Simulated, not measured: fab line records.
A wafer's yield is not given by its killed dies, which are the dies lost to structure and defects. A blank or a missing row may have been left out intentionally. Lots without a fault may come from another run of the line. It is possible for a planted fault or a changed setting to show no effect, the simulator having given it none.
Matching of chambers + flow nand_harc + NHARC_A_CONTACT_ETCH_90 on rie_diel-03 has 4 sister chambers
The step etches the open film in CH3F/O2, target depth 40 nm, time 85.7 s. 8 wafers are shown with their chamber, then 12 later ones without.

== WAFERS, EACH WITH ITS CHAMBER ==
| wafer  | chamber | showerhead_plenum_p_Torr (Torr) | drypump_motor_current_A (A) |
|--------|---------|---------------------------------|-----------------------------|
| L087.1 | 0       | 2.39                            | 5.8                         |
| L088.3 | 1       | 2.62                            | 5.4                         |
| L090.2 | 1       | 2.62                            | 5.4                         |
| L090.3 | 2       | 2.47                            | 5.9                         |
| L090.6 | 3       | 2.34                            | 6.5                         |
| L089.1 | 3       | 2.33                            | 6.5                         |
| L089.4 | 2       | 2.46                            | 5.8                         |
| L089.5 | 0       | 2.39                            | 5.9                         |

== WAFERS WHOSE CHAMBER IS MISSING ==
| wafer  | showerhead_plenum_p_Torr (Torr) | drypump_motor_current_A (A) |
|--------|---------------------------------|-----------------------------|
| L094.2 | 2.46                            | 5.8                         |
| L094.3 | 2.39                            | 5.9                         |
| L094.5 | 2.39                            | 5.9                         |
| L093.2 | 2.33                            | 6.5                         |
| L093.4 | 2.38                            | 5.8                         |
| L093.5 | 2.61                            | 5.4                         |
| L095.1 | 2.33                            | 6.5                         |
| L095.3 | 2.46                            | 5.8                         |
| L095.5 | 2.61                            | 5.4                         |
| L096.3 | 2.46                            | 5.8                         |
| L096.5 | 2.33                            | 6.5                         |
| L096.6 | 2.38                            | 5.8                         |

== WHICH CHAMBER EACH WENT THROUGH ==
| wafer  | from the rows above | in truth |
|--------|---------------------|----------|
| L094.2 | 2                   | 2        |
| L094.3 | 0                   | 0        |
| L094.5 | 0                   | 0        |
| L093.2 | 3                   | 3        |
| L093.4 | 0                   | 0        |
| L093.5 | 1                   | 1        |
| L095.1 | 3                   | 3        |
| L095.3 | 2                   | 2        |
| L095.5 | 1                   | 1        |
| L096.3 | 2                   | 2        |
| L096.5 | 3                   | 3        |
| L096.6 | 0                   | 0        |
Placed correctly: 12 of 12. Left unplaced by these rows: 0. Placed wrongly: 0.
How it was worked out, from the rows above alone: a wafer's distance from a chamber is the root of the sum, over the readings, of the square of ((its reading less the chamber's mean) divided by the reading's scatter). The wafer belongs to the nearest chamber; if the next one is less than 2 further off, it can't be placed. For every chamber, the mean is computed from those of its wafers that are shown. The scatter is the square root of a quotient: the sum, over the shown wafers, of each reading's squared deviation from its chamber's mean, divided by wafers minus chambers.
